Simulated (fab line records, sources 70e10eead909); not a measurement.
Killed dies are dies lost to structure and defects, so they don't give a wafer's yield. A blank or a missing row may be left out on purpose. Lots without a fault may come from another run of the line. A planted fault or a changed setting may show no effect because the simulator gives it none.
A struck lot beside a sound one | flow nand_harc | 17 steps out of a route of 1302
Sound: wafers L145.3, L145.4, L145.6. Struck: wafers L153.3, L153.5, L153.6. The cause comes at the end.
At each step with rows: each side's tool, then ch and its chambers, then its first start. Under that, the readings that differ: sound wafers | struck wafers | difference of the means | sigmas: that difference in standard deviations of wafers without a fault.
alike: readings whose means differ by less than 2 such deviations, and words and numbers that are the same on both sides. not compared: withheld readings, readings that some wafer has no value for, bounds like >300 that may hide the same value, and numbers for which the record gives no deviation and whose values overlap.
The two part at a step that has a row with sigmas, a row that says differs or no value, or rows on one side only. Numbers that don't overlap but have no deviation are shown without sigmas and don't part them. A reading that every wafer of one side lacks parts them only if that side has two wafers or more.

NHARC_A_CONTACT_ETCH_102: etches the open film in CF4/O2, target depth 100 nm, overetch 10 nm, time 55 s.
  sound on rie_diel-05 ch 2,3, day 24 06:34; struck on rie_diel-05 ch 0,1, day 27 14:25
  alike: drypump_motor_current_A, mfc_ar_sccm, oes_ar_750_au, oes_product_au, rf_vpp_V, showerhead_plenum_p_Torr, throttle_valve_pct
  not compared: rf_hours_counter_h
NHARC_A_CONTACT_STRIP_55: strips in O2.
  sound on rie_diel-05 ch 0,1,3; struck on rie_diel-05 ch 0,1,2
  alike: drypump_motor_current_A, mfc_ar_sccm, oes_product_au, rf_vpp_V, showerhead_plenum_p_Torr, throttle_valve_pct
  not compared: rf_hours_counter_h
then, 1 step without rows for these wafers: NHARC_A_CONTACT_STRIP_56 (strips in post etch residue remover, time 600 s).
NHARC_A_CONTACT_DEP_57: deposits aC, target thk 5300 nm.
  sound on acl_dep-02 ch 0, day 24 12:25; struck on acl_dep-02 ch 0, day 27 18:34
  alike: throttle_valve_pct
NHARC_A_CONTACT_DEP_58: deposits SiON, target thk 90 nm.
  sound on pecvd-03 ch 0,1,2, day 24 14:35; struck on pecvd-03 ch 0,2, day 27 20:44
  alike: heater_power_w
then, 7 steps without rows for these wafers: NHARC_A_CONTACT_DEHYDRATE_59 (time 120 s); NHARC_A_CONTACT_HMDS_60 (time 30 s); NHARC_A_CONTACT_COAT_61 (time 75 s); NHARC_A_CONTACT_COAT_62 (time 65 s); NHARC_A_CONTACT_COAT_63 (resist thk 90 nm); NHARC_A_CONTACT_SOFTBAKE_64 (time 55 s); NHARC_A_CONTACT_EBR_65.
NHARC_A_CONTACT_EXPOSE_66: exposes mask A CC 2.
  sound on arfi_scanner-02 ch 0, day 24 15:10; struck on arfi_scanner-02 ch 0, day 27 21:19
  reading              | sound             | struck            | difference | sigmas
  exposure_dose_mJ_cm2 | 59.05 58.99 59.08 | 75.07 75.14 75.11 | +16.07     | +99 or more
  alike: mask, stage_vel_mm_s
then, 2 steps without rows for these wafers: NHARC_A_CONTACT_PEB_67 (peb time 65 s); NHARC_A_CONTACT_DEVELOP_68 (develop time 35 s).
NHARC_A_CONTACT_CD_MEAS_69: target cd 300 nm.
  sound on cd_sem-01 ch 0, day 24 15:19; struck on cd_sem-03 ch 0, day 27 21:28
  reading    | sound             | struck            | difference | sigmas
  cd_nm (nm) | 299.7 300.1 299.5 | 311.5 312.2 313.0 | +12.5      | +18
NHARC_A_CONTACT_OVL_MEAS_70:
  sound on overlay-02, day 24 15:23; struck on overlay-02, day 27 21:32
  reading           | sound          | struck      | difference | sigmas
  overlay_y_nm (nm) | -0.7 -1.0 -0.4 | 1.8 1.9 1.4 | +2.4       | +4
  alike: overlay_x_nm

WHERE THEY PART
First at NHARC_A_CONTACT_EXPOSE_66; last, within this record, at NHARC_A_CONTACT_OVL_MEAS_70.

WHY: what the simulator had put in
Process parameter drift: arfi_scanner-02, from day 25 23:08 on, at NHARC_A_CONTACT_EXPOSE_66. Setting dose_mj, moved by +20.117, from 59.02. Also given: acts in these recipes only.
